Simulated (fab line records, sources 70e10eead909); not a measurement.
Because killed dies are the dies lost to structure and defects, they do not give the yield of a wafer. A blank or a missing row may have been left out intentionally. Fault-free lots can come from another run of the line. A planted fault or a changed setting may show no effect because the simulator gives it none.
The same fault as seen by 2 desks -- flow nand-harc -- each desk holds nothing but its own numbers, with what lay behind them at the end

THE DEFECT DESK
What the inspections along the route counted, lot by lot: means of the sampled wafers that have a number. The brackets show how far a lot's mean lies from the usual mean; more than 4 standard deviations puts the lot out of limits, marked OUT.
Columns: A = raw-defect-count at NHARC_A_CHANNEL_HOLE_D1_INSPECT_40, usual 61
lot,first seen here,A
L186,day 8 12:23,60
L188,day 9 03:23,61
L189,day 9 09:08,68
L193,day 10 15:08,56
L194,day 10 15:33,64
L195,day 10 19:19,66
L199,day 11 17:17,69
L198,day 11 17:51,59
L197,day 11 21:25,50
L200,day 11 21:42,72
L201,day 12 11:23,93
L203,day 12 15:01,72
L205,day 13 03:32,57
This desk's verdict: no lot among the 13 shows anything out of limits.

FOR THE TOOL OWNER'S DESK: ald-hk-04
The tool's own readings at NHARC_A_CHANNEL_FILL_D1_ALD_14 (deposits SiO2, target thk 2.5 nm, pulse time 10 s, ald cycles 25): means of the sampled wafers that have a number, for each lot that ran on this tool. The brackets show how far a lot's mean lies from the usual mean; more than 4 standard deviations puts the lot out of limits, marked OUT.
Columns: A = heater-power-w at NHARC_A_CHANNEL_FILL_D1_ALD_14, usual 462 W; B = precursor-pulse-height-rel at NHARC_A_CHANNEL_FILL_D1_ALD_14, usual 1.001
lot,first seen here,A,B
L189,day 9 14:52,402,0.986
L199,day 12 00:32,439,1.001
L197,day 12 10:17,443,1.006
L200,day 12 10:40,467,0.991
L201,day 12 20:51,487,0.983
L205,day 13 10:46,453,1.003
This desk's verdict: no lot among the 6 shows anything out of limits.

PUT TOGETHER
Nothing the defect desk looked at was out of limits.
The desk of the tool owner found nothing out of limits.

WHAT THE SIMULATOR HAD PUT IN
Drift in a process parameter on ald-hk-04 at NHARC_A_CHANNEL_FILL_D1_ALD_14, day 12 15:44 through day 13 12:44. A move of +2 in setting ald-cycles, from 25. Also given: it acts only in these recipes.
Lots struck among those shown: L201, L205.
